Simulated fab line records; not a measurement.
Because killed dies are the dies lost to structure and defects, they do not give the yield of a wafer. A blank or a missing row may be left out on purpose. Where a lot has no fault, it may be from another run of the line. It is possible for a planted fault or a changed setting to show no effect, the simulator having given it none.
Matching of chambers | flow n5Finfet | 4 sister chambers for N5_BEOL_M10_ETCH_62 on rieDiel-06
The step etches SOC in N2/H2, target depth 110 nm, overetch 22 nm, time 165 s. 8 wafers are shown with their chamber, then 10 later ones without.

EACH WAFER AND ITS CHAMBER
wafer  | chamber | showerheadPlenumPTorr (Torr) | throttleValvePct (%)
L080.5 | 2       | 2.51                         | 18.10
L082.2 | 3       | 2.65                         | 17.93
L082.3 | 1       | 2.45                         | 17.72
L082.4 | 2       | 2.51                         | 18.10
L084.4 | 0       | 2.55                         | 17.86
L084.6 | 3       | 2.65                         | 17.94
L085.1 | 0       | 2.54                         | 17.86
L085.3 | 1       | 2.45                         | 17.71

WAFERS WITH NO CHAMBER GIVEN
wafer  | showerheadPlenumPTorr (Torr) | throttleValvePct (%)
L085.5 | 2.54                         | 17.87
L091.2 | 2.44                         | 17.76
L091.3 | 2.54                         | 17.86
L091.5 | 2.51                         | 17.71
L094.2 | 2.44                         | 17.76
L094.3 | 2.64                         | 17.98
L094.6 | 2.64                         | 17.99
L097.2 | 2.43                         | 17.78
L097.3 | 2.63                         | 18.00
L097.6 | 2.63                         | 18.00

CHAMBER TAKEN BY EACH
wafer  | from the rows above | in truth
L085.5 | 0                   | 0
L091.2 | 1                   | 1
L091.3 | 0                   | 0
L091.5 | 1                   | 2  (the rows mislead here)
L094.2 | 1                   | 1
L094.3 | 3                   | 3
L094.6 | 3                   | 3
L097.2 | 1                   | 1
L097.3 | 3                   | 3
L097.6 | 3                   | 3
Correctly placed: 9 of 10. From these rows, 0 cannot be placed. Number placed wrongly: 1.
How it was worked out, from the rows above alone: a wafer's distance from a chamber is the root of the sum, over the readings, of the square of ((its reading less the chamber's mean) divided by the reading's scatter). The wafer belongs to the nearest chamber; if the next one is less than 2 further off, it can't be placed. A chamber's mean is the mean of its shown wafers. How the scatter is found: for the shown wafers, subtract from each reading the mean of its chamber, square and add these, divide the total by (wafers less chambers), then take the root.
